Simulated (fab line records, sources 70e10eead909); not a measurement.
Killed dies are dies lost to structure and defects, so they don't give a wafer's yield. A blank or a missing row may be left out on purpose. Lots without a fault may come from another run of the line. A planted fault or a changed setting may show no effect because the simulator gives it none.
A struck lot beside a sound one | flow nand_harc | 16 steps out of a route of 1159
Sound: wafers L406.1, L406.2, L406.5. Struck: wafer L414.3. (L414.4, L414.5 of the same lot were not struck and are left out.) The cause comes at the end.
At each step with rows: each side's tool, then ch and its chambers, then its first start. Under that, the readings that differ: sound wafers | struck wafers | difference of the means | sigmas: that difference in standard deviations of wafers without a fault.
alike: readings whose means differ by less than 2 such deviations, and words and numbers that are the same on both sides. not compared: withheld readings, readings that some wafer has no value for, bounds like >300 that may hide the same value, and numbers for which the record gives no deviation and whose values overlap.
The two part at a step that has a row with sigmas, a row that says differs or no value, or rows on one side only. Numbers that don't overlap but have no deviation are shown without sigmas and don't part them. A reading that every wafer of one side lacks parts them only if that side has two wafers or more.

NHARC_P_M2_INSPECT_11:
  sound on defect_inspect-02, day 8 11:11; struck on defect_inspect-02, day 10 04:01
  alike: raw_defect_count
then, 1 step without rows for these wafers: NHARC_P_M2_DESCUM_14 (chemistry O2, time 3 s).
NHARC_P_M2_ETCH_35: etches the open film in N2/H2, target depth 40 nm, overetch 12 nm, time 43.94 s.
  sound on rie_diel-13 ch 1,3, day 8 11:19; struck on rie_diel-04 ch 2, day 10 04:11
  reading                         | sound             | struck | difference | sigmas
  oes_product_au (a.u.)           | 0.983 0.985 0.994 | 1.007  | +0.020     | +2
  rf_vpp_V (V)                    | 427.4 425.9 427.9 | 432.9  | +5.8       | +4
  showerhead_plenum_p_Torr (Torr) | 1.90 1.90 1.90    | 2.12   | +0.22      | +4
  alike: drypump_motor_current_A, h2_flow_sccm, rf_fwd_power_W, throttle_valve_pct
  not compared: rf_hours_counter_h
NHARC_P_M2_ETCH_15: etches the open film in C4F8/Ar, target depth 182.5 nm, time 91.2 s.
  sound on rie_diel-13 ch 0,1; struck on rie_diel-04 ch 0
  alike: oes_product_au, rf_fwd_power_W, rf_vpp_V
  not compared: rf_hours_counter_h
NHARC_P_M2_CD_MEAS_16:
  sound on cd_sem-02, day 8 11:34; struck on cd_sem-02, day 10 04:26
  reading    | sound             | struck | difference | sigmas
  cd_nm (nm) | 169.1 169.3 168.5 | 170.2  | +1.2       | +2
NHARC_P_M2_STRIP_18: strips in N2/H2.
  sound on rie_diel-05 ch 0,2,3, day 8 11:38; struck on rie_diel-04 ch 0, day 10 04:30
  reading            | sound              | struck | difference | sigmas
  rf_fwd_power_W (W) | 993.8 1005.5 999.4 | 993.7  | -5.9       | -2
  alike: drypump_motor_current_A, h2_flow_sccm, oes_product_au, rf_vpp_V, showerhead_plenum_p_Torr, throttle_valve_pct
  not compared: rf_hours_counter_h
then, 2 steps without rows for these wafers: NHARC_P_M2_ETCH_28 (etches the open film in CF4/N2, target depth 30 nm, time 72.99 s); NHARC_P_M2_STRIP_19 (strips in post etch residue remover, time 600 s).
NHARC_P_M2_DEGAS_29: time 60 s.
  sound on pvd_sputter-03, day 8 12:20; struck on pvd_sputter-03, day 10 05:13
  alike: heater_power_w, susceptor_temp_C
then, 1 step without rows for these wafers: NHARC_P_M2_PRE_CLEAN_30 (time 30 s).
NHARC_P_M2_PVD_20: deposits TaN, target thk 5 nm, time 8.06 s.
  sound on pvd_sputter-03; struck on pvd_sputter-03
  reading                | sound          | struck | difference | sigmas
  throttle_valve_pct (%) | 28.8 28.7 28.9 | 30.6   | +1.8       | +2
then, 1 step without rows for these wafers: NHARC_P_M2_PVD_21 (deposits Cu, target thk 30 nm, time 20.49 s).
NHARC_P_M2_ECD_22: material Cu, target thk 400 nm.
  sound on ecd_cu-01 ch 0,1, day 8 13:19; struck on ecd_cu-02 ch 0,1, day 10 05:41
then, 1 step without rows for these wafers: NHARC_P_M2_ANNEAL_31 (time 90 s).
NHARC_P_M2_CMP_23: polishes, t overpolish 20 s, target thk 144.3 nm.
  sound on cmp-04 ch 0,1,2, day 8 14:05; struck on cmp-02 ch 1, day 10 06:20
  reading                | sound          | struck | difference | sigmas
  time_to_endpoint_s (s) | 26.1 23.4 27.1 | 18.1   | -7.4       | -4
  alike: motor_current_A, retaining_ring_pressure_frac
NHARC_P_M2_THK_MEAS_24: measures by xrf.
  sound on film_metro-01, day 8 14:21; struck on film_metro-01, day 10 06:37
  alike: thk_nm

WHERE THEY PART
First at NHARC_P_M2_ETCH_35; last, within this record, at NHARC_P_M2_CMP_23. Later steps at which nothing parts them and some readings are alike: NHARC_P_M2_THK_MEAS_24.

WHY: what the simulator had put in
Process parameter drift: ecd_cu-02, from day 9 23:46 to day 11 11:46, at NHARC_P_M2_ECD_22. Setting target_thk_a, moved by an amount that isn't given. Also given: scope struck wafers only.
